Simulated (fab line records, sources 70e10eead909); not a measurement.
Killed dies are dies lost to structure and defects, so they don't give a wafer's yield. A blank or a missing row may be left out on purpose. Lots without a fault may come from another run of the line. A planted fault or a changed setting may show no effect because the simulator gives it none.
Chamber matching | flow nand_harc | NHARC_A_STAIRCASE_DEP_156 on pecvd-01: 3 sister chambers
The step deposits SiNx, target thk 50 nm. 3 wafers are shown with their chamber, then 7 later ones without.

WAFERS WITH THEIR CHAMBER
wafer  | chamber | showerhead_vpp_V (V)
L081.4 | 0       | 1303
L085.4 | 2       | 1298
L085.5 | 1       | 1378

WAFERS WITHOUT THEIR CHAMBER
wafer  | showerhead_vpp_V (V)
L085.6 | 1324
L091.3 | 1286
L091.5 | 1317
L091.6 | 1312
L094.2 | 1351
L094.5 | 1324
L094.6 | 1319

WHICH CHAMBER EACH WENT THROUGH
wafer  | from the rows above          | in truth
L085.6 | can't be placed: 0 or 2 or 1 | 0
L091.3 | can't be placed: 2 or 0      | 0
L091.5 | can't be placed: 0 or 2      | 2
L091.6 | can't be placed: 0 or 2      | 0
L094.2 | can't be placed: 1 or 0 or 2 | 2
L094.5 | can't be placed: 0 or 2 or 1 | 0
L094.6 | can't be placed: 0 or 2      | 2
Placed correctly: 0 of 7. Can't be placed from these rows: 7 (the true chamber is among the candidates in 7). Placed wrongly: 0.
How it was worked out, from the rows above alone: a wafer's distance from a chamber is the root of the sum, over the readings, of the square of ((its reading less the chamber's mean) divided by the reading's scatter). The wafer belongs to the nearest chamber; if the next one is less than 2 further off, it can't be placed. A chamber's mean is the mean of its shown wafers. The scatter: with one shown wafer a chamber, the root of the mean of the squares of how far each hidden wafer lies from its nearest shown one.
